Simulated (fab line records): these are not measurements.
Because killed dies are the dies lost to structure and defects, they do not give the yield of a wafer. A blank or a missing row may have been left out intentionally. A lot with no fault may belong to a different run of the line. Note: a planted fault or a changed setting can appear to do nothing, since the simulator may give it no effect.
Chamber matching | flow nand_harc | NHARC_A_M1_ETCH_35 on rie_diel-04: 4 sister chambers
The step etches the open film in N2/H2, target depth 40 nm, overetch 12 nm, time 43.94 s. 8 wafers are shown with their chamber, then 8 later ones without.

== WAFERS, EACH WITH ITS CHAMBER ==
wafer  | chamber | drypump_motor_current_A (A) | rf_vpp_V (V)
L077.5 | 0       | 5.6                         | 433.0
L083.2 | 3       | 6.4                         | 432.6
L083.5 | 1       | 6.0                         | 434.5
L083.6 | 2       | 5.5                         | 431.5
L089.4 | 0       | 5.6                         | 434.3
L089.5 | 3       | 6.4                         | 432.5
L089.6 | 2       | 5.4                         | 430.0
L091.1 | 1       | 6.0                         | 434.4

== WAFERS WITHOUT THEIR CHAMBER ==
wafer  | drypump_motor_current_A (A) | rf_vpp_V (V)
L091.3 | 5.6                         | 433.6
L091.6 | 6.0                         | 433.8
L095.3 | 6.4                         | 432.6
L095.5 | 6.4                         | 434.6
L095.6 | 5.6                         | 434.6
L097.1 | 5.5                         | 431.7
L097.2 | 5.6                         | 433.5
L097.6 | 6.4                         | 433.1

== WHICH CHAMBER EACH WENT THROUGH ==
wafer  | from the rows above | in truth
L091.3 | 0                   | 0
L091.6 | 1                   | 1
L095.3 | 3                   | 3
L095.5 | 3                   | 3
L095.6 | 0                   | 0
L097.1 | 2                   | 2
L097.2 | 0                   | 0
L097.6 | 3                   | 3
Correctly placed: 8 of 8. From these rows, 0 cannot be placed. 0 placed wrongly.
How it was worked out, from the rows above alone: a wafer's distance from a chamber is the root of the sum, over the readings, of the square of ((its reading less the chamber's mean) divided by the reading's scatter). The wafer belongs to the nearest chamber; if the next one is less than 2 further off, it can't be placed. A chamber's mean is the mean of its shown wafers. How the scatter is found: for the shown wafers, subtract from each reading the mean of its chamber, square and add these, divide the total by (wafers less chambers), then take the root.
